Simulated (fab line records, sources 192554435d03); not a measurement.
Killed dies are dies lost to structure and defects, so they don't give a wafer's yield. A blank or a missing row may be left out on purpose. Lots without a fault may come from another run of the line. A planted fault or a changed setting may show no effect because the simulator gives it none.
fab line records | flow n5_finfet
record lots=4 wafers=12 last_day=16
route steps=1938 shown SDB@359 DUMMY_REMOVAL@377 HKMG_FIN@385 PASSIVATION@1936
lots that met no fault: from a run of the same line without faults
start_h: hours from the record's first day to the start of the lot's first wafer shown | wait_h: hours since the lot's step before | " the same as in the row above | L1.1+2: a row that stands for several wafers | - no value, or no start given | * or withheld: withheld | < > ~ a bound
route shown NAME@n: a module of which the file shows steps, and the number in the route of the first | usual: mean/standard deviation of fault-free wafers | same: alike in all rows | chamber/n: place in a boat | sites: the reading at each site | _std_site: their standard deviation | _edge_site: outer sites' mean less inner sites' | radius_mm: how far each site lies from the wafer's centre | mask NAME#n: copy n | behind: the tool/chamber that last shaped the wafer | hold: why the lot was held/for how many hours/how that ended | device: the transistor (n, p or np) that didn't switch | end of line: the same wafers' tests at the end of the route | a step without rows: its recipe alone | killed: dies lost to structure and defects at the first sort, not the wafer's yield | map: a wafer's dies, x killed, . not, _ none there
set.NAME: the setting as run; set.NAME@STEP: as run at that earlier step | model.NAME: the simulator's own value behind a step, which no gauge read
lots at some steps of the route; a table a step, a row a wafer
## steps
# step N5_SDB_DESCUM_16
# recipe chemistry=O2 time_s=7.9 source_power_w=50 bias_power_w=20 pressure_mtorr=20 rf_frequency_hz=2.712e+07 temp_c=40 resist=CAR-ArF o2_flow_sccm=225
# step N5_SDB_ETCH_17
# recipe chemistry=CF4 target=SiARC target_depth_a=234 mask_material=CAR-ArF time_s=39 ion_energy_ev=80 pressure_mtorr=40 source_w=545 bias_w=36 Ar_flow_sccm=100 cf4_flow_sccm=100 ends=cleared
# step N5_SDB_ETCH_18
# recipe chemistry=N2/H2 target=SOC target_depth_a=1000 overetch_a=200 mask_material=SiARC temp_c=40 time_s=150 ion_energy_ev=200 pressure_mtorr=30 source_w=840 bias_w=150 n2_flow_sccm=200 h2_flow_sccm=200
# step N5_SDB_STRIP_19
# recipe chemistry=N2/H2 temp_c=40 n2_flow_sccm=200 h2_flow_sccm=200 rf_frequency_hz=6e+07
# step N5_SDB_STRIP_21
# recipe chemistry=CF4 resist=SiARC power_w=300 bias_power_w=75 pressure_mtorr=50 cf4_flow_sccm=150 rf_frequency_hz=6e+07
# step N5_SDB_HM_OPEN_20
# recipe chemistry=CH3F/O2 target=SiNx mask_material=SOC target_depth_a=240 stop_on=poly-Si over_etch_frac=0.4 ion_energy_ev=120 pressure_mtorr=30 source_w=395 bias_w=73 Ar_flow_sccm=150 CH3F_flow_sccm=30 O2_flow_sccm=20
# step N5_SDB_STRIP_22
# recipe chemistry=N2/H2 power_w=1000 temp_c=250 h2_frac=0.65 overash_fraction=0.3 pressure_mtorr=withheld n2_flow_sccm=1750 h2_flow_sccm=3250
# step N5_SDB_PRECLEAN_23
# recipe chemistry=dHF time_s=30 temp_c=25 dilution=withheld
# step N5_SDB_DUMMY_REMOVE_24
# recipe chemistry=TMAH temp_c=70 target=poly-Si stop_on=SiO2 target_depth_nm=142 conc_wt_pct=5 time_s=57 dry=ipa_marangoni rinse_time_s=30 rinse_temp_c=23
# step N5_SDB_ETCH_25
# recipe chemistry=C4F6/O2 target=SiO2 target_depth_a=100 time_s=3.3 ion_energy_ev=250 mask_material=SiNx pressure_mtorr=30 source_w=345 bias_w=185 Ar_flow_sccm=300 C4F6_flow_sccm=10 O2_flow_sccm=10
# step N5_SDB_CUT_ETCH_26
# recipe chemistry=HBr/Cl2/O2 target=Si target_depth_a=1296 bt_time_s=20 mask_material=SiNx time_s=51.8 ion_energy_ev=* bias_w=* pressure_mtorr=10 icp_w=800 HBr_flow_sccm=150 Cl2_flow_sccm=80 O2_flow_sccm=12
# step N5_SDB_PRECLEAN_38
# recipe chemistry=dHF time_s=10 dilution=750:1 temp_c=25
# step N5_SDB_PRECLEAN_39
# recipe chemistry=O3/DIW time_s=45 temp_c=22 o3_ppm=10
# columns lot.wafer tool chamber start_h wait_h
L917.1+5+6 wet_bench-04 5,3,6 98.25 0.0
L923.2+4+5 wet_bench-06 0,6,1 135.49 0.0
L924.1+2+6 wet_bench-06 4,5,3 141.22 0.0
L925.2+3+6 wet_bench-06 4,0,1 145.99 0.0
# step N5_SDB_SRD_28
# recipe dry=ipa_marangoni time_s=30 temp_c=23 rinse_liquid=diw
# step N5_SDB_ALD_29
# recipe material=SiNx target_thk_a=300 temp_c=400 ald_precursor_family=SiH2I2 ald_co_reactant=N2/H2-plasma pulse_time_s=1 ald_cycles=600 purge_time_s=2 co_reactant_purge_time_s=2 pressure_torr=2
# step N5_SDB_CMP_30
# recipe stop_on=poly-Si t_overpolish_s=1.54 post_cmp_clean=alkaline_brush down_force_psi=4.1491 platen_rpm=51.796 pad_velocity_m_s=1.0306 target_thk_nm=30
# step N5_DUMMY_REMOVAL_HM_STRIP_01
# recipe chemistry=CH3F/O2 material=SiNx target_depth_a=40 stop_on=poly-Si time_s=6.8 over_etch_frac=0.3 ion_energy_ev=60 power_w=410 bias_w=29 Ar_flow_sccm=150 CH3F_flow_sccm=30 O2_flow_sccm=20
# step N5_DUMMY_REMOVAL_STRIP_10
# recipe chemistry=N2/H2 time_s=40 power_w=100 temp_c=40 pressure_mtorr=100 rf_frequency_hz=6e+07 bias_power_w=3 n2_flow_sccm=300 h2_flow_sccm=300
# step N5_DUMMY_REMOVAL_PRECLEAN_07
# recipe chemistry=dHF time_s=30 temp_c=25 dilution=withheld
# step N5_DUMMY_REMOVAL_DUMMY_REMOVE_02
# recipe chemistry=TMAH temp_c=70 target=poly-Si stop_on=SiO2 target_depth_nm=142 conc_wt_pct=5 time_s=57 dry=ipa_marangoni rinse_time_s=30 rinse_temp_c=23
# step N5_DUMMY_REMOVAL_PRECLEAN_08
# recipe chemistry=NF3:NH3 afs_cycles=2 temp_c=30 time_s=20 sublimation_temp_c=180 sublimation_time_s=60 pressure_torr=3 rf_power_w=30
# step N5_DUMMY_REMOVAL_PRECLEAN_04
# recipe chemistry=DHF time_s=37 temp_c=25 dilution=500:1
# step N5_DUMMY_REMOVAL_SRD_05
# recipe dry=ipa_marangoni do_ppb=5 time_s=30 temp_c=23 rinse_liquid=diw
# step N5_HKMG_FIN_IL_REGROW_00
# recipe material=SiO2 target_thk_a=7.5 chemistry=O3 temp_c=withheld time_s=30
# step N5_HKMG_FIN_HK_ALD_01
# recipe material=HfO2 target_thk_a=16 temp_c=withheld ald_precursor_family=HfCl4 ald_co_reactant=H2O pulse_time_s=3 purge_time_s=3 co_reactant_purge_time_s=2.5 co_reactant_pulse_time_s=0.3 ald_cycles=30
# step N5_HKMG_FIN_HK_ANNEAL_02
# recipe temp_c=700 time_s=30 ambient=N2 idle_temp_c=600 ramp_up_c_per_s=150 ramp_down_c_per_s=60 cool_to_c=600
# step N5_HKMG_FIN_ALD_74
# recipe material=La2O3 target_thk_a=5 temp_c=250 ald_precursor_family=La-Cp ald_co_reactant=O3 pulse_time_s=6 co_reactant_pulse_time_s=1 purge_time_s=3 co_reactant_purge_time_s=3
# step N5_HKMG_FIN_ALD_75
# recipe material=Al2O3 target_thk_a=10 temp_c=150 ald_precursor_family=TMA ald_co_reactant=H2O pulse_time_s=withheld co_reactant_pulse_time_s=1
# step N5_HKMG_FIN_COAT_41
# recipe resist=SOC temp_c=250 time_s=60 spin_rpm=1500 resist_thk_nm=300
# step N5_HKMG_FIN_COAT_42
# recipe resist=SiARC temp_c=220 time_s=60 spin_rpm=1500 resist_thk_nm=35
# step N5_HKMG_FIN_COAT_43
# recipe resist=CAR-ArF spin_rpm=1500 resist_thk_nm=90
# step N5_HKMG_FIN_EBR_45
# recipe solvent=PGMEA ebr_width_mm=1.5
# step N5_HKMG_FIN_SOFTBAKE_44
# recipe temp_c=110 time_s=60 resist=CAR-ArF
# step N5_HKMG_FIN_EXPOSE_46
# recipe mask_id=NDIPOLE na=1.35 source_shape=conventional sigma_outer=0.8 polarization=unpolarized dose_mj=40
# step N5_HKMG_FIN_PEB_47
# recipe peb_temp_c=withheld peb_time_s=60 resist=CAR-ArF
# step N5_HKMG_FIN_DEVELOP_48
# recipe develop_time_s=30 developer=TMAH resist=CAR-ArF rinse_liquid=diw dry=air_spin dev_temp_c=23
# step N5_PASSIVATION_PROBE_49
# usual defect_limited_yield=91.2/1.5 killed_at_M0_to_M3=33/9.6 killed_at_M4_up=14/5.6 killed_at_contacts=14/5.5 killed_at_front_end=40/13 killed_at_other=4/3 killed_dies=104/17 killed_on_rim=14/4.3 killed_open=68/13 killed_short=33/7.2 sort_bin_5_function=5.2/0.95 sort_bin_6_memory=3.3/0.62 sort_n_pass=1076/17 sort_yield_pct=91.2/1.5
# same gross_dies=1180 killed_at_back_side=0 sort_bin_4_leakage[%]=0 sort_bin_8_speed[%]=0
# columns lot.wafer tool chamber start_h wait_h defect_limited_yield[%] killed_at_M0_to_M3 killed_at_M4_up killed_at_contacts killed_at_front_end killed_at_other killed_dies killed_on_rim killed_open killed_short sort_bin_5_function[%] sort_bin_6_memory[%] sort_n_pass sort_yield_pct[%]
L917.1 prober-01 - 337.59 0.0 91.9 28 18 18 26 6 96 8 72 24 5.1 2.9 1084 91.9
L924.1 prober-02 - 346.85 0.0 85.8 16 8 10 126 8 168 26 50 23 8.8 3.4 1012 85.8
L924.2 prober-02 - 346.90 0.1 82.5 24 9 10 161 3 207 13 53 33 11.2 3.9 973 82.5
L924.6 prober-02 - 347.10 0.3 84.3 12 9 13 150 1 185 23 54 26 10.0 3.0 995 84.3
L923.2 prober-01 - 360.29 0.1 89.9 48 15 11 37 8 119 20 86 31 6.4 3.4 1061 89.9
L923.5 prober-01 - 360.44 0.2 91.9 27 11 28 26 4 96 11 62 34 4.8 3.2 1084 91.9
L925.2 prober-01 - 372.62 0.1 85.3 35 9 11 115 3 173 28 60 24 8.5 3.8 1007 85.3
L925.3 prober-01 - 372.67 0.1 81.1 31 9 12 163 8 223 26 53 43 11.6 5.1 957 81.1
L925.6 prober-01 - 372.82 0.3 84.3 30 8 20 121 6 185 33 59 26 9.2 3.9 995 84.3
# killed by level:class
L917.1 FIN_SAQP:geometric_particle:open=14 MOL_CONTACT_COAG:geometric_particle:open=13 BEOL_M3:geometric_particle:open=10 BEOL_M4:geometric_particle:open=7 MOL_CONTACT_COAG:geometric_particle:short=5 BEOL_M0_SAQP:geometric_particle:open=5 BEOL_M0_SAQP:geometric_particle:short=5 FIN_SAQP:geometric_particle:short=4
L924.1 SDB:unspecified=95 DUMMY_GATE:geometric_particle:open=8 FIN_SAQP:geometric_particle:open=7 MOL_CONTACT_COAG:geometric_particle:open=7 GATE_CUT:geometric_particle:short=6 BEOL_M2:geometric_particle:open=5 BEOL_M0_SAQP:geometric_particle:open=4 STI_FIN_REVEAL:geometric_particle:open=3
L924.2 SDB:unspecified=121 DUMMY_GATE:geometric_particle:open=9 GATE_CUT:geometric_particle:short=8 MOL_CONTACT_COAG:geometric_particle:open=8 STI_FIN_REVEAL:geometric_particle:open=6 BEOL_M2:geometric_particle:open=6 BEOL_M0_SAQP:geometric_particle:open=5 FIN_SAQP:geometric_particle:open=4
L924.6 SDB:unspecified=105 MOL_CONTACT_COAG:geometric_particle:open=10 FIN_SAQP:geometric_particle:open=9 FIN_SAQP:geometric_particle:short=7 GATE_CUT:geometric_particle:short=7 STARTING-WAFER:geometric_particle:open=6 STI_FIN_REVEAL:geometric_particle:open=5 DUMMY_GATE:geometric_particle:open=5
L923.2 BEOL_M2:geometric_particle:open=20 FIN_SAQP:geometric_particle:short=13 ILD0:geometric_particle:open=8 MOL_CONTACT_COAG:geometric_particle:open=8 BEOL_M1:geometric_particle:open=8 BEOL_M3:geometric_particle:open=7 BEOL_M4:geometric_particle:open=7 FIN_SAQP:geometric_particle:open=6
L923.5 MOL_CONTACT_COAG:geometric_particle:open=21 MOL_CONTACT_COAG:geometric_particle:short=7 BEOL_M2:geometric_particle:open=7 BEOL_M0_SAQP:geometric_particle:open=5 BEOL_M5:geometric_particle:short=4 STARTING-WAFER:geometric_particle:short=4 STARTING-WAFER:geometric_particle:open=4 STI_FIN_REVEAL:geometric_particle:open=3
L925.2 SDB:unspecified=86 BEOL_M0_SAQP:geometric_particle:open=9 STI_FIN_REVEAL:geometric_particle:open=8 BEOL_M0_SAQP:geometric_particle:short=8 MOL_CONTACT_COAG:geometric_particle:open=8 BEOL_M2:geometric_particle:open=8 DUMMY_GATE:geometric_particle:open=5 BEOL_M1:geometric_particle:open=5
L925.3 SDB:unspecified=125 GATE_CUT:geometric_particle:short=11 BEOL_M0_SAQP:geometric_particle:open=11 MOL_CONTACT_COAG:geometric_particle:open=9 FIN_SAQP:geometric_particle:short=7 BEOL_M0_SAQP:geometric_particle:short=7 FIN_SAQP:geometric_particle:open=6 BEOL_M1:geometric_particle:open=5
L925.6 SDB:unspecified=89 MOL_CONTACT_COAG:geometric_particle:open=15 STI_FIN_REVEAL:geometric_particle:open=8 BEOL_M2:geometric_particle:open=7 BEOL_M1:geometric_particle:open=6 STARTING-WAFER:geometric_particle:open=5 HKMG_FIN:area_etch=5 BEOL_M0_SAQP:geometric_particle:open=4
# map L924.2 (x killed, . not)
_________________....x.x.....________________
______________.....x.xxxxxx....._____________
___________......xxxxx.xxxxx......x__________
__________.....x.xxxxxxxxxxxx....x.._________
________....x...x.xxxxxxxxxxxx........_______
_______........xx.xxxxxxxxxx...........______
______.........xx.xxxxxxxxxxxx.x.....x.._____
_____..........x..xxxxxxxxxxx..x.........____
____...........xxxxxxxxxxxx.xx.x..........___
___x...x.........xxxxxxxxxxxx.x....x.xx....__
___.....x.x..xx.x.xxxxxxxxx....x...........__
__x................x.x.x.xx.x.x........x...._
__................xx.....x.x.......x..x....._
_..x.....x..x................................
_............................................
_............................................
_....x......................................x
_...x............x....x...................x..
_................................x...........
_................x.......xx..x......xx.......
_..........................x..............xx.
__............xx.....x...........x...x......_
__..........................x...x.x........x_
___.........x.............x.......xx.......__
___...............xx.......................__
____............x............x.....x......___
_____...x........xx.x....................____
______..x........x.............xx.x....._____
_______.................x...x..........______
________.............................._______
__________.........x...........x...._________
___________.xx.................x...__________
______________x................._____________
_________________..........x.________________
# map L925.3 (x killed, . not)
_________________x..........x________________
______________..........x....x.._____________
___________......xx......x.........__________
__________..........x.x............._________
________.x.....x..............x...x..._______
_______.............................x..______
______...x.........x.x..............x..._____
_____...x...........................x....____
____..x............x............x.....x...___
___.........................x......x.......__
___....x..........x...xx........x..........__
__.......x...............x......x..........._
__...x......x.....x...x........xx.......x..._
_...............x.....x....................x.
_.....x......................................
_..x...x..............x..........x........x..
_............................................
_.x................x................x.x......
_......xx.x..........x.x..x.xx....x..........
_............................x..x.x..........
_......................xx.....x..............
__........x..........x....x.xxxx..x........._
__...................x.xx.xxx...x..x........_
___.....x..x..x.............xxx.xx..x......__
___...................x.xxxxxxxxxxxx.x.....__
____.x..x.........x.....xxxxxxxxxxx.x.x...___
_____.....x....x....x..x.xxxxxxxxxxxx.xx.____
______...x.....x..x..x..xxxxxxxxxxxxx.xx_____
_______.................xxxxxxxxxxxxxx.______
________..x.....x.......xxxxxxxxxxxxxx_______
__________x........x..xxx.xxxxxxxxxx_________
___________...........x.x.xxxxxxx.x__________
______________...x.........xxxxx_____________
_________________...........x________________
## key
first_sign step=N5_PASSIVATION_PROBE_49 reading=killed_at_front_end direction=up sigmas=7.8 usual=40 struck=139
effect step=N5_PASSIVATION_PROBE_49 reading=defect_limited_yield direction=down sigmas=5 usual=91.2 struck=83.9
more_kills_born_at N5_SDB_PRECLEAN_39@wet_bench-06=621
met_at N5_SDB_PRECLEAN_39
struck_wafers L924.1,L924.2,L924.6,L925.2,L925.3,L925.6
onset_between 135.49 141.22
fault kind=chamber_particle_source tool=wet_bench-06 chamber=- onset_h=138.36 steps=N5_SDB_PRECLEAN_39 rate_per_visit_cm2=0.95035 end_h=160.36
